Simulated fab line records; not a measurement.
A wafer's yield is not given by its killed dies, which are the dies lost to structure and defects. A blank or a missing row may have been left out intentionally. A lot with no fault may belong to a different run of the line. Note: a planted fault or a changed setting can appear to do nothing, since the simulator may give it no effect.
Lot-split experiment :: flow n5 finfet :: on a route of 1938 steps: 7 lots, 21 wafers read

SPLIT DETAILS
At N5_BEOL_M7_ETCH_41 (etches SiCN in CH3F/O2, target depth 31.9 nm, time 57.8 s), the setting source w was moved away from the recipe's 395 W on 7 of the 21 wafers read, by -16.3% to +10.0%. The other wafers ran this setting at the recipe's value.

The split's own step is where the reading is taken.

THE READING
rf vpp V, in V, at N5_BEOL_M7_ETCH_41 (etches SiCN in CH3F/O2, target depth 31.9 nm, time 57.8 s). On this fab line, fault-free wafers typically give 297.6 V with a standard deviation of 1.3 V.

wafer: L079.3
tool, chamber at the split: rie diel-05, 1
source w as run, W: 395
against the recipe: recipe
rf vpp V, V: 296.3
against lot-mates on the recipe: -

wafer: L079.5
tool, chamber at the split: rie diel-05, 3
source w as run, W: 395
against the recipe: recipe
rf vpp V, V: 298.0
against lot-mates on the recipe: -

wafer: L079.6
tool, chamber at the split: rie diel-05, 2
source w as run, W: 395
against the recipe: recipe
rf vpp V, V: 297.9
against lot-mates on the recipe: -

wafer: L085.2
tool, chamber at the split: rie diel-05, 2
source w as run, W: 395
against the recipe: recipe
rf vpp V, V: 297.3
against lot-mates on the recipe: -

wafer: L085.5
tool, chamber at the split: rie diel-05, 0
source w as run, W: 395
against the recipe: recipe
rf vpp V, V: 298.3
against lot-mates on the recipe: -

wafer: L085.6
tool, chamber at the split: rie diel-05, 3
source w as run, W: 395
against the recipe: recipe
rf vpp V, V: 298.3
against lot-mates on the recipe: -

wafer: L084.1
tool, chamber at the split: rie diel-04, 3
source w as run, W: 395
against the recipe: recipe
rf vpp V, V: 297.7
against lot-mates on the recipe: -

wafer: L084.2
tool, chamber at the split: rie diel-04, 0
source w as run, W: 395
against the recipe: recipe
rf vpp V, V: 297.8
against lot-mates on the recipe: -

wafer: L084.6
tool, chamber at the split: rie diel-04, 3
source w as run, W: 419.6
against the recipe: +6.2%
rf vpp V, V: 292.8
against lot-mates on the recipe: -4.9

wafer: L091.1
tool, chamber at the split: rie diel-01, 1
source w as run, W: 395
against the recipe: recipe
rf vpp V, V: 298.6
against lot-mates on the recipe: -

wafer: L091.4
tool, chamber at the split: rie diel-01, 3
source w as run, W: 395
against the recipe: recipe
rf vpp V, V: 297.2
against lot-mates on the recipe: -

wafer: L091.5
tool, chamber at the split: rie diel-01, 0
source w as run, W: 376.7
against the recipe: -4.6%
rf vpp V, V: 304.0
against lot-mates on the recipe: +6.1

wafer: L092.3
tool, chamber at the split: rie diel-01, 2
source w as run, W: 330.7
against the recipe: -16.3%
rf vpp V, V: 313.4
against lot-mates on the recipe: +14.7

wafer: L092.4
tool, chamber at the split: rie diel-01, 3
source w as run, W: 395
against the recipe: recipe
rf vpp V, V: 298.7
against lot-mates on the recipe: -

wafer: L092.5
tool, chamber at the split: rie diel-01, 0
source w as run, W: 330.7
against the recipe: -16.3%
rf vpp V, V: 319.0
against lot-mates on the recipe: +20.3

wafer: L096.2
tool, chamber at the split: rie diel-01, 3
source w as run, W: 434.4
against the recipe: +10.0%
rf vpp V, V: 287.2
against lot-mates on the recipe: -10.6

wafer: L096.3
tool, chamber at the split: rie diel-01, 0
source w as run, W: 434.4
against the recipe: +10.0%
rf vpp V, V: 290.8
against lot-mates on the recipe: -7.0

wafer: L096.4
tool, chamber at the split: rie diel-01, 1
source w as run, W: 395
against the recipe: recipe
rf vpp V, V: 297.8
against lot-mates on the recipe: -

wafer: L097.1
tool, chamber at the split: rie diel-04, 1
source w as run, W: 395
against the recipe: recipe
rf vpp V, V: 296.9
against lot-mates on the recipe: -

wafer: L097.2
tool, chamber at the split: rie diel-04, 0
source w as run, W: 395
against the recipe: recipe
rf vpp V, V: 299.1
against lot-mates on the recipe: -

wafer: L097.4
tool, chamber at the split: rie diel-04, 2
source w as run, W: 358
against the recipe: -9.4%
rf vpp V, V: 305.6
against lot-mates on the recipe: +7.6

FIT RESULTS
A straight line over all 21 wafers: rf vpp V changes by -1.03 V for each +1% of source w; r = -0.98; the points scatter about the line by 1.5 V.
The same after taking each lot's own level away (the mean of its wafers on the recipe; 21 wafers): -0.992 V for each +1%; r = -0.98; scatter 1.4 V.
According to that fit, moving source w by its largest amount changes the reading by 16 V.
The lots' own levels span 297.40 to 298.70 V, that is 1.0 times the standard deviation above.
The two slopes are in agreement: the lot-to-lot level therefore moves the slope only a little.
Check: with one of the wafers moved furthest among these (-16.3%) left out of the fit, the line predicts +17.2 V for it against its lot-mates. Against them it came out at +14.7 V.
Tool readings at the split's step, against how far the setting was moved: rf vpp V r = -0.98.

THE OTHER SPLITS THESE WAFERS WENT THROUGH
Before the reading, these wafers also passed through other splits. Each is held against what the fit with the lots' levels taken away leaves over:
other split on the same wafers: N5_BEOL_M4_DESCUM_16 time s
wafers away from the commonest value: 3
r with rf vpp V (lot level and that fit taken away): +0.09

other split on the same wafers: N5_BEOL_M5_SPUTTER_81 time s
wafers away from the commonest value: 9
r with rf vpp V (lot level and that fit taken away): +0.26

other split on the same wafers: N5_BEOL_M6_ETCH_66 bias w
wafers away from the commonest value: 6
r with rf vpp V (lot level and that fit taken away): +0.01

other split on the same wafers: N5_BEOL_M6_ETCH_41 time s
wafers away from the commonest value: 8
r with rf vpp V (lot level and that fit taken away): +0.26

other split on the same wafers: N5_BEOL_M7_TRENCH_ETCH_37 time s
wafers away from the commonest value: 8
r with rf vpp V (lot level and that fit taken away): -0.18

THE WHOLE CHAIN: every reading that the file lists as answering this split, in the file's order
step: N5_BEOL_M7_ETCH_41
what it does: etches SiCN in CH3F/O2, target depth 31.9 nm, time 57.8 s
reading: rf vpp V
change (the file's fit): -0.981 V for each +1% of the setting
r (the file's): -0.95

step: N5_BEOL_M7_ETCH_41
what it does: etches SiCN in CH3F/O2, target depth 31.9 nm, time 57.8 s
reading: etch.depth nm (the simulator's own value, which no gauge read)
change (the file's fit): +0.125 nm for each +1% of the setting
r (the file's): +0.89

FILE'S OWN FIT
rf vpp V changes by -0.981 V for each +1% of source w, r = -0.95.
